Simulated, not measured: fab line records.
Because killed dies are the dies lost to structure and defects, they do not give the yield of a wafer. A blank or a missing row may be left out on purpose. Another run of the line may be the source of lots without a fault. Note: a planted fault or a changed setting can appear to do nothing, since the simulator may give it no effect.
Which tool did it? | flow nand_harc | at 1 step of a route of 1159, 22 lots with 66 wafers sampled

WHAT THE GAUGES READ, wafer by wafer
NHARC_A_CHANNEL_HOLE_D1_OVL_MEAS_11.
lot  | measured     | on         | overlay_x_nm (nm) | overlay_y_nm (nm)
L076 | day 8 14:44  | overlay-01 | -0.5 -0.6 -0.4    | 0.0 0.1 0.2
L075 | day 8 15:07  | overlay-02 | 0.4 0.5 0.6       | 0.5 0.3 0.8
L077 | day 8 15:37  | overlay-01 | 0.0 0.0 -0.1      | -1.1 -0.8 -0.3
L078 | day 9 05:55  | overlay-01 | -1.6 -1.2 -1.2    | -1.5 -1.6 -1.9
L079 | day 9 06:56  | overlay-02 | -0.6 -0.3 -0.6    | 1.3 1.0 1.4
L082 | day 10 00:06 | overlay-02 | -1.1 -0.9 -1.2    | 1.5 1.5 1.9
L080 | day 10 00:36 | overlay-02 | 0.0 -0.1 -0.1     | -0.9 -1.4 -1.2
L081 | day 10 00:50 | overlay-01 | -0.3 -0.6 -0.3    | -0.1 0.0 0.0
L083 | day 10 09:19 | overlay-02 | -0.7 -0.6 -0.2    | -0.7 -0.7 -0.6
L084 | day 10 09:28 | overlay-01 | 0.6 -0.2 0.5      | 0.0 -0.8 -0.7
L088 | day 11 06:07 | overlay-02 | 0.4 -0.3 -0.3     | 0.2 -0.6 -0.1
L085 | day 11 06:29 | overlay-02 | -0.1 0.4 0.6      | 2.2 2.2 2.3
L086 | day 11 07:56 | overlay-01 | 0.4 0.6 0.2       | 1.2 1.4 1.4
L087 | day 11 20:13 | overlay-01 | -0.1 -0.5 -0.3    | -0.2 -0.3 -0.4
L090 | day 12 03:35 | overlay-02 | -1.3 -1.2 -1.1    | 3.1 2.6 2.2
L089 | day 12 04:32 | overlay-01 | 1.8 1.3 1.5       | -0.4 -0.8 -0.3
L092 | day 12 13:35 | overlay-01 | -0.1 0.1 -0.1     | -0.9 -1.1 -0.3
L093 | day 12 17:41 | overlay-01 | 0.3 0.0 -0.1      | -1.3 0.0 -1.0
L095 | day 13 02:52 | overlay-01 | 0.1 0.2 -0.1      | 0.8 0.8 1.1
L094 | day 13 03:03 | overlay-02 | 1.0 0.7 1.7       | 0.1 -0.1 0.1
L096 | day 13 13:02 | overlay-01 | 0.5 1.1 0.6       | -1.6 -2.4 -2.1
L097 | day 14 01:01 | overlay-02 | 0.1 0.5 0.9       | -0.6 -0.8 -0.3

TOOL THAT RAN EACH LOT (tool first, then ch and the chambers of the sampled wafers, then the start)
The record holds no process step before these readings.

AS READ BY THE TOOLS THEMSELVES (means over the sampled wafers that have a number; for cases with no such wafer, the mark the record gives instead)
The record holds no such reading with a usual standard deviation.

THE ANSWER, worked out from the rows above alone
Rule: usual is defined by the lots themselves. The widest of any qualifying gaps counts: lots, ordered by their means at a reading, are off when they make up no more than a third of the lots, leave a main group of 4 or more, and stand apart from it by 3 or more times the standard deviation of that group's means. A main group whose means are all the same, to the digits that the tables above print for the reading, isn't used. Also off: a lot with no number at a reading for which 4 or more lots have one. Where the step has rows for the other lots, those lots are counted as sound. After the gauges, taken in route order, come the tools' own readings; for these a lot's mean is taken, as printed above. The first step at which some lot is off is used, and at that step the reading that is off furthest; a lot without a number counts as furthest.
No lot is off on any of the readings shown, so nothing can be concluded from this.

WHAT THE SIMULATOR HAD PUT IN
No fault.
